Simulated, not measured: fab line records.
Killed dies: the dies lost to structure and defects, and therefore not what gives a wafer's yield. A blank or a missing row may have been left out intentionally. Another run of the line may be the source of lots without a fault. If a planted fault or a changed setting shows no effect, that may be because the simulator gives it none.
Matching of chambers    flow nand harc    NHARC_A_STAIRCASE_ETCH_444 on rie diel-02 has 4 sister chambers
The step etches the open film in C4F8/O2, target depth 10200 nm, time 3400 s. 4 wafers are shown with their chamber, then 8 later ones without.

WAFERS WITH THEIR CHAMBER
wafer   chamber  rf vpp V (V)
L075.2  1        813
L085.2  0        801
L085.6  2        804
L087.1  3        799

WAFERS WITH NO CHAMBER GIVEN
wafer   rf vpp V (V)
L087.2  813
L087.3  799
L089.3  800
L089.5  810
L089.6  800
L093.1  800
L093.3  812
L093.4  799

WHICH CHAMBER EACH ONE RAN IN
wafer   from the rows above      in truth
L087.2  1                        1
L087.3  can't be placed: 3 or 0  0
L089.3  can't be placed: 0 or 3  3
L089.5  1                        1
L089.6  can't be placed: 0 or 3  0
L093.1  can't be placed: 0 or 3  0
L093.3  1                        1
L093.4  can't be placed: 3 or 0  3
Correctly placed: 3 of 8. Can't be placed from these rows: 5 (the true chamber is among the candidates in 5). Placed wrongly: 0.
How it was worked out, from the rows above alone: a wafer's distance from a chamber is the root of the sum, over the readings, of the square of ((its reading less the chamber's mean) divided by the reading's scatter). The wafer belongs to the nearest chamber; if the next one is less than 2 further off, it can't be placed. The mean given for a chamber averages the wafers shown for that chamber. The scatter: with one shown wafer a chamber, the root of the mean of the squares of how far each hidden wafer lies from its nearest shown one.
